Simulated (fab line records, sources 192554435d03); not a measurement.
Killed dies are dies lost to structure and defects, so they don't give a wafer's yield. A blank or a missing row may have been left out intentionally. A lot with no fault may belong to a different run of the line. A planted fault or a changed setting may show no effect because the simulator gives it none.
fab line records    flow n5Finfet
[record] lots = 9  wafers = 27  lastDay = 18
route steps=1938 shown BEOL_M4@1056 PASSIVATION@1936
lots that met no fault: from a run of the same line without faults
startH: hours from the record's first day to the start of the lot's first wafer shown    waitH: hours since the lot's step before    " repeats the value in the row above    L1.1+2: a row that stands for several wafers    - no value, or no start given    * or withheld: withheld    < > ~ a bound
route shown NAME@n: NAME is a module with steps in the file, n the number in the route of the first one    usual: mean/standard deviation of fault-free wafers    same: alike in all rows    chamber/n: place in a boat    sites: each site's reading    _std_site: the standard deviation of these    _edge_site: mean of outer sites minus mean of inner sites    radiusMm: for every site, how far away it sits from the centre of the wafer    mask NAME#n: copy n    behind: tool/chamber where the wafer was last shaped    hold: why the lot was held/for how many hours/how that ended    device: whichever transistor did not switch (one of n, p or np)    end of line: at the end of the route, the tests of the same wafers    for a step that has no rows: nothing shown but its recipe    killed: at the first sort, the dies lost to defects and structure; wafer yield is something else    map: dies across one wafer; x = killed, . = not, _ = none there
set.NAME: the setting the step ran with; set.NAME@STEP: the setting that earlier step ran with    model.NAME: the simulator's own value behind a step, which no gauge read
a sample of lots followed through the steps of the route, with each step as a table and each wafer as a row
services: from which hour (startH, from the record's first day; less than 0 if before it) a tool's chamber was out of use, for how many hours, and why
[[steps]]
[step N5_BEOL_M4_CD_MEAS_28]
[recipe] targetCdNm = 26.2  landingEnergyEv = 500  detector = seInlens  targetCdYNm = 24.1  polarity = opening
[usual] cdNm = 26.16/0.23
lot.wafer  tool      chamber  startH  waitH  cdNm
L453.3     cdSem-02  0        166.63  -      25.82
L453.4     "         0        "       "      26.22
L453.6     "         0        "       "      26.49
L459.1     cdSem-01  0        209.89  -      26.13
L459.4     "         0        "       "      26.03
L459.5     "         0        "       "      26.48
L461.1     cdSem-02  0        218.24  -      25.77
L461.3     "         0        "       "      26.20
L461.6     "         0        "       "      26.11
L463.3     cdSem-02  0        232.82  -      26.36
L463.5     "         0        "       "      26.13
L463.6     "         0        "       "      26.50
L466.2     cdSem-03  0        245.08  -      25.68
L466.3     "         0        "       "      26.25
L466.4     "         0        "       "      26.29
L464.1     cdSem-03  0        247.22  -      26.37
L464.3     "         0        "       "      26.09
L464.5     "         0        "       "      26.34
L467.1     cdSem-02  0        252.13  -      26.37
L467.3     "         0        "       "      26.14
L467.4     "         0        "       "      26.34
L474.2     cdSem-02  0        293.79  -      26.22
L474.3     "         0        "       "      25.98
L474.5     "         0        "       "      26.18
L473.3     cdSem-02  0        298.02  -      26.35
L473.4     "         0        "       "      25.98
L473.5     "         0        "       "      26.01
[step N5_BEOL_M4_VIA_ETCH_34]
[recipe] chemistry = C4F6/O2  targetDepthA = 694  maskMaterial = SOC  pressureMtorr = 15  ionEnergyEv = 250  taperDeg = 4  timeS = 65.9  sourceW = 350  biasW = 170  Ar_flow_sccm = 300  C4F6_flow_sccm = 10  O2_flow_sccm = 10
[usual] chamberPressureMTorr = 15.001/0.016  drypumpMotorCurrentA = 5.8/0.47  oesProductAu = 0.78/0.092  rfFwdPowerW = 346.8/1.2  rfVppV = 666/8.6  showerheadPlenumPTorr = 2.91/0.056  throttleValvePct = 30.71/0.25
[same] timeS = 65.9
lot.wafer  tool        chamber  startH  waitH  chamberPressureMTorr  drypumpMotorCurrentA  oesProductAu  rfFwdPowerW  rfHoursCounterH  rfVppV  showerheadPlenumPTorr  throttleValvePct
L453.3     rieDiel-05  1        169.91  0.0    15.011                5.1                   0.76          347.3        136              647     2.82                   30.14
L453.4     "           2        "       "      15.003                6.0                   0.70          347.4        241              666     2.90                   30.79
L453.6     "           3        "       "      14.978                5.7                   0.68          346.6        -                677     2.81                   31.29
L459.1     rieDiel-05  3        211.66  0.0    15.000                5.7                   0.67          346.0        251              676     2.81                   31.29
L459.4     "           3        "       "      15.010                5.6                   0.67          345.5        -                676     2.81                   31.32
L459.5     "           0        "       "      15.010                6.4                   0.71          348.3        -                666     2.93                   30.56
L461.1     rieDiel-01  2        222.92  0.0    15.012                5.2                   0.92          347.8        18               663     2.90                   30.95
L461.3     "           3        "       "      14.987                6.3                   0.71          349.7        227              675     2.92                   30.63
L461.6     "           0        "       "      15.001                6.4                   0.72          347.8        -                662     2.95                   30.81
L463.3     rieDiel-05  1        233.88  0.0    15.015                5.1                   0.75          345.5        159              647     2.81                   30.15
L463.5     "           0        "       "      15.006                6.4                   0.71          345.2        -                666     2.93                   30.56
L463.6     "           2        "       "      15.017                5.9                   0.94          345.2        -                667     2.89                   30.59
L466.2     rieDiel-05  2        245.64  0.0    15.012                5.9                   0.86          262.7        12               763     2.89                   30.57
L466.3     "           3        "       "      15.000                5.7                   0.91          261.2        3                775     2.81                   30.99
L466.4     "           1        "       "      14.991                5.1                   0.69          262.7        163              739     2.80                   30.15
L464.1     rieDiel-03  0        248.74  0.0    15.016                5.8                   0.86          345.7        54               685     3.01                   30.73
L464.3     "           2        "       "      15.017                5.3                   0.67          347.0        247              674     2.94                   30.77
L464.5     "           1        "       "      15.000                5.3                   0.83          346.6        -                663     2.90                   30.95
L467.1     rieDiel-05  1        253.19  0.0    14.998                5.1                   0.69          262.3        167              738     2.80                   30.14
L467.3     "           0        "       "      15.005                6.4                   0.65          262.8        227              762     2.92                   30.57
L467.4     "           3        "       "      15.014                5.7                   0.90          263.1        6                775     2.80                   31.01
L474.2     rieDiel-01  2        295.39  0.0    14.984                5.2                   0.87          347.9        42               663     2.89                   30.96
L474.3     "           1        "       "      15.006                5.7                   0.73          348.6        160              660     2.94                   30.56
L474.5     "           0        "       "      14.975                6.4                   0.70          347.8        -                666     2.94                   30.84
L473.3     rieDiel-01  1        318.09  0.0    15.004                5.7                   0.73          348.4        169              662     2.93                   30.58
L473.4     "           1        "       "      15.002                5.7                   0.73          347.6        -                662     2.93                   30.56
L473.5     "           3        "       "      15.021                6.3                   0.70          347.0        -                673     2.92                   30.63
[step N5_BEOL_M4_STRIP_97]
[recipe] chemistry = N2/H2  timeS = 10  powerW = 450  tempC = 40  pressureMtorr = 20  rfFrequencyHz = 6e+07  biasPowerW = 7  n2FlowSccm = 200  h2FlowSccm = 200
[usual] biasPowerW = 7.004/0.023  chamberPressureMTorr = 20.001/0.017  drypumpMotorCurrentA = 5.8/0.47  oesProductAu = 0.78/0.092  rfVppV = 59.3/0.86  showerheadPlenumPTorr = 2.60/0.052  throttleValvePct = 23.63/0.24
[same] timeS = 10
lot.wafer  tool        chamber  startH  waitH  biasPowerW  chamberPressureMTorr  drypumpMotorCurrentA  oesProductAu  rfHoursCounterH  rfVppV  showerheadPlenumPTorr  throttleValvePct
L453.3     rieDiel-05  1        -       -      6.996       20.011                5.1                   0.75          136              59.5    2.53                   23.31
L453.4     "           2        "       "      7.036       20.006                6.0                   0.68          241              58.4    2.61                   23.87
L453.6     "           3        "       "      6.988       19.968                5.6                   0.67          -                58.3    2.52                   24.37
L459.1     rieDiel-05  3        -       -      6.996       20.004                5.7                   0.66          251              60.7    2.51                   24.39
L459.4     "           3        "       "      7.019       20.059                5.7                   0.66          -                60.2    2.51                   24.39
L459.5     "           0        "       "      6.983       19.970                6.4                   0.71          -                59.0    2.61                   23.53
L461.1     rieDiel-01  2        -       -      6.970       19.971                5.2                   0.93          18               58.1    2.58                   23.60
L461.3     "           3        "       "      7.013       19.987                6.3                   0.71          227              60.4    2.60                   23.30
L461.6     "           0        "       "      6.996       20.016                6.4                   0.73          -                58.9    2.61                   23.54
L463.3     rieDiel-05  1        -       -      7.005       19.994                5.1                   0.74          160              59.0    2.52                   23.35
L463.5     "           0        "       "      7.026       19.998                6.4                   0.70          -                58.8    2.61                   23.53
L463.6     "           2        "       "      7.000       20.012                5.9                   0.93          -                59.2    2.60                   23.59
L466.2     rieDiel-05  2        -       -      6.939       19.990                6.0                   0.91          12               57.6    2.60                   23.59
L466.3     "           3        "       "      7.051       20.014                5.7                   0.97          3                58.2    2.51                   24.03
L466.4     "           1        "       "      6.987       20.012                5.1                   0.74          163              58.4    2.51                   23.37
L464.1     rieDiel-03  0        -       -      7.022       19.996                5.9                   0.85          54               57.7    2.69                   23.49
L464.3     "           2        "       "      7.029       20.017                5.3                   0.66          247              58.2    2.62                   23.70
L464.5     "           1        "       "      7.012       20.001                5.3                   0.83          -                59.4    2.56                   23.48
L467.1     rieDiel-05  1        -       -      6.999       19.996                5.1                   0.73          167              59.3    2.51                   23.36
L467.3     "           0        "       "      7.000       20.010                6.4                   0.70          228              58.0    2.61                   23.55
L467.4     "           3        "       "      7.009       19.993                5.7                   0.96          6                58.9    2.51                   24.04
L474.2     rieDiel-01  2        -       -      7.001       20.022                5.2                   0.87          43               59.3    2.57                   23.61
L474.3     "           1        "       "      7.014       19.992                5.7                   0.73          160              57.4    2.67                   23.82
L474.5     "           0        "       "      6.987       20.001                6.4                   0.70          -                58.9    2.60                   23.54
L473.3     rieDiel-01  1        -       -      7.011       19.995                5.7                   0.73          169              58.5    2.66                   23.83
L473.4     "           1        "       "      7.029       19.997                5.7                   0.73          -                59.4    2.66                   23.82
L473.5     "           3        "       "      7.010       19.990                6.3                   0.70          -                60.3    2.59                   23.33
[step N5_BEOL_M4_CD_MEAS_35]
[recipe] targetCdNm = 18  targetCdYNm = 22.4  polarity = opening
[usual] cdNm = 18.1/0.39
lot.wafer  tool      chamber  startH  waitH  cdNm
L453.3     cdSem-02  -        170.33  0.0    18.0
L453.4     "         -        "       "      18.1
L453.6     "         -        "       "      17.0
L459.1     cdSem-01  -        212.08  0.0    18.5
L459.4     "         -        "       "      18.6
L459.5     "         -        "       "      18.7
L461.1     cdSem-01  -        223.33  0.0    18.4
L461.3     "         -        "       "      18.1
L461.6     "         -        "       "      18.2
L463.3     cdSem-03  -        234.29  0.0    18.4
L463.5     "         -        "       "      18.4
L463.6     "         -        "       "      17.9
L466.2     cdSem-01  -        246.05  0.0    18.5
L466.3     "         -        "       "      18.2
L466.4     "         -        "       "      18.7
L464.1     cdSem-01  -        249.15  0.0    17.7
L464.3     "         -        "       "      18.1
L464.5     "         -        "       "      18.4
L467.1     cdSem-03  -        253.60  0.0    18.2
L467.3     "         -        "       "      19.0
L467.4     "         -        "       "      18.2
L474.2     cdSem-03  -        295.79  0.0    18.2
L474.3     "         -        "       "      18.1
L474.5     "         -        "       "      18.4
L473.3     cdSem-01  -        318.50  0.0    18.0
L473.4     "         -        "       "      18.4
L473.5     "         -        "       "      18.2
[step N5_BEOL_M4_RC_MEAS_101]
[usual] DIBL_N = 37.0/1.7  DIBL_P = 36.7/2  IOFF_N = 0.17/0.035  IOFF_P = 0.22/0.035  ION_N = 672/12  ION_P = 461/7.5  SS_N = 71.6/0.67  SS_P = 73.4/0.64  VT_N = 250/3.5  VT_P = -250/3.5
lot.wafer  tool       chamber  startH  waitH  DIBL_N[mV/V]  DIBL_P[mV/V]  IOFF_N[nA/um]  IOFF_P[nA/um]  ION_N[uA/um]  ION_P[uA/um]  SS_N[mV/dec]  SS_P[mV/dec]  VT_N[mV]  VT_P[mV]
L453.3     prober-01  0        176.08  0.3    38.7          41.7          0.22           0.27           674           463           72.6          75.0          248       -248
L453.4     "          0        "       "      37.0          39.1          0.16           0.20           664           454           73.0          73.4          254       -251
L453.6     "          0        "       "      35.7          36.9          0.14           0.18           645           445           72.5          73.1          256       -253
L459.1     prober-02  0        216.00  0.0    38.4          38.6          0.21           0.24           705           469           72.5          73.6          246       -246
L459.4     "          0        "       "      38.6          38.4          0.21           0.25           695           471           72.0          73.5          244       -246
L459.5     "          0        "       "      42.0          41.3          0.31           0.29           695           463           73.7          75.1          243       -246
L461.1     prober-02  0        226.97  0.0    34.3          35.1          0.13           0.18           666           454           70.0          72.4          252       -253
L461.3     "          0        "       "      36.5          36.9          0.17           0.20           675           460           71.4          74.1          249       -253
L461.6     "          0        "       "      35.7          35.4          0.15           0.18           666           454           71.4          73.5          253       -255
L463.3     prober-01  0        239.56  0.3    38.1          36.7          0.16           0.22           683           467           71.8          74.0          250       -252
L463.5     "          0        "       "      38.0          37.2          0.17           0.25           678           467           71.3          73.6          249       -245
L463.6     "          0        "       "      37.0          35.0          0.14           0.20           661           458           70.8          72.6          254       -253
L466.2     prober-02  0        250.05  0.2    37.9          37.6          0.20           0.24           662           461           72.1          73.2          247       -247
L466.3     "          0        "       "      37.5          37.4          0.17           0.24           668           462           71.8          73.2          249       -250
L466.4     "          0        "       "      35.4          35.6          0.14           0.21           665           464           71.1          73.1          251       -249
L464.1     prober-01  0        253.10  0.0    34.3          34.0          0.12           0.17           666           456           70.6          72.4          254       -257
L464.3     "          0        "       "      31.9          31.3          0.09           0.13           649           452           69.8          71.8          256       -259
L464.5     "          0        "       "      33.6          33.3          0.11           0.16           664           456           70.4          72.3          254       -257
L467.1     prober-02  0        257.08  0.0    36.5          36.5          0.17           0.24           683           469           71.2          73.5          249       -243
L467.3     "          0        "       "      37.1          36.3          0.16           0.23           679           467           70.8          72.1          248       -248
L467.4     "          0        "       "      41.1          40.7          0.27           0.32           688           470           72.2          74.2          241       -242
L474.2     prober-02  0        300.09  0.2    37.0          35.8          0.15           0.21           680           467           71.1          73.7          250       -247
L474.3     "          0        "       "      35.9          34.6          0.13           0.19           658           460           70.7          72.8          251       -250
L474.5     "          0        "       "      39.1          38.2          0.19           0.25           690           470           72.1          73.5          246       -248
L473.3     prober-02  0        322.71  0.3    35.5          34.4          0.15           0.20           675           467           72.0          73.6          250       -250
L473.4     "          0        "       "      36.0          35.2          0.16           0.22           678           466           71.8          73.5          246       -249
L473.5     "          0        "       "      35.8          34.2          0.14           0.20           664           461           71.2          73.1          251       -252
[step N5_PASSIVATION_PROBE_49]
[usual] defectLimitedYield = 91.1/1.3  killed_at_M0_to_M3 = 35/11  killed_at_M4_up = 13/5.4  killedAtContacts = 14/6.5  killedAtFrontEnd = 41/11  killedAtOther = 4/3.1  killedDies = 106/15  killedOpen = 69/12  killedShort = 35/7  sort_bin_4_leakage = 0.01/0.078  sort_bin_5_function = 5.2/0.86  sort_bin_6_memory = 3.4/0.64  sortNPass = 1074/15  sortYieldPct = 91.0/1.3
[same] grossDies = 1180  killedAtBackSide = 0  sort_bin_8_speed[%] = 0
lot.wafer  tool       chamber  startH  waitH  defectLimitedYield[%]  killed_at_M0_to_M3  killed_at_M4_up  killedAtContacts  killedAtFrontEnd  killedAtOther  killedDies  killedOpen  killedShort  sort_bin_4_leakage[%]  sort_bin_5_function[%]  sort_bin_6_memory[%]  sortNPass  sortYieldPct[%]
L467.1     prober-02  -        351.56  0.0    91.7                   24                  15               20                27                12             98          71          26           0                      4.9                     3.1                   1082       91.7
L467.3     prober-02  -        351.66  0.1    91.0                   37                  22               19                20                8              106         72          32           0                      5.1                     3.4                   1074       91.0
L467.4     prober-02  -        351.71  0.2    88.6                   51                  27               12                42                3              135         85          45           0                      6.9                     4.0                   1045       88.6
// killed by level:class
L467.1 MOL_CONTACT_COAG:geometricParticle:open=16 MIM_TOP:geometricParticle:open=7 FIN_SAQP:geometricParticle:open=6 FIN_SAQP:geometricParticle:short=6 BEOL_M2:geometricParticle:open=6 BEOL_M4:geometricParticle:open=6 BEOL_M1:geometricParticle:open=5 BEOL_M3:geometricParticle:open=5
L467.3 MOL_CONTACT_COAG:geometricParticle:open=16 BEOL_M4:geometricParticle:open=11 BEOL_M0_SAQP:geometricParticle:open=8 BEOL_M3:geometricParticle:open=7 BEOL_M0_SAQP:geometricParticle:short=5 BEOL_M0:geometricParticle:open=5 STARTING-WAFER:geometricParticle:open=5 BEOL_M3:geometricParticle:short=4
L467.4 BEOL_M4:geometricParticle:open=11 MOL_CONTACT_COAG:geometricParticle:open=10 BEOL_M3:geometricParticle:open=10 STI_FIN_REVEAL:geometricParticle:open=9 BEOL_M0_SAQP:geometricParticle:short=8 BEOL_M2:geometricParticle:open=7 STARTING-WAFER:geometricParticle:short=7 BEOL_M0:geometricParticle:open=6
[[services]]
tool        chamber  startH  hours  kind
rieDiel-01  2        153.55  -      clean
rieDiel-01  2        153.55  -      consumableReplace:esc
rieDiel-01  2        153.55  -      consumableReplace:focusRing
rieDiel-05  -        156.32  4.3    pm
rieDiel-01  1        182.08  1.6    repair
rieDiel-05  2        202.05  -      clean
rieDiel-05  2        202.05  -      consumableReplace:focusRing
rieDiel-05  2        202.05  14.4   scheduledDown
rieDiel-05  2        202.05  14.4   ventCycle
rieDiel-05  3        216.48  -      clean
rieDiel-05  3        216.48  -      consumableReplace:focusRing
rieDiel-05  3        216.48  20.3   scheduledDown
rieDiel-05  3        216.48  20.3   ventCycle
rieDiel-05  -        228.13  0.4    repair
rieDiel-01  3        235.05  61.9   repair
rieDiel-05  2        271.67  4.7    repair
rieDiel-01  0        275.58  5.2    repair
rieDiel-05  1        291.08  6.5    repair
rieDiel-03  1        302.27  7.5    repair
rieDiel-05  0        309.54  -      clean
rieDiel-05  0        309.54  -      consumableReplace:focusRing
rieDiel-05  0        309.54  12.0   scheduledDown
rieDiel-05  0        309.54  12.0   ventCycle
rieDiel-01  0        317.42  11.6   repair
[[key]]
[firstSign] step = N5_BEOL_M4_VIA_ETCH_34  reading = rfFwdPowerW  direction = down  sigmas = 68  usual = *  struck = *
[effect] step = N5_BEOL_M4_VIA_ETCH_34  reading = rfVppV  direction = up  sigmas = 11  usual = 666  struck = 759
metAt N5_BEOL_M4_VIA_ETCH_34
struckLots L466,L467
notActingAt N5_BEOL_M4_CD_MEAS_28,N5_BEOL_M4_STRIP_97,N5_BEOL_M4_CD_MEAS_35
onsetBetween 233.88 245.64
[fault] kind = processParameterDrift  tool = rieDiel-05  chamber = -  onsetH = 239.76  steps = N5_BEOL_M4_VIA_ETCH_34  channel = sourceW  offset = -84  shape = step  endH = 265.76  actsIn = theseRecipesOnly  stated = 350
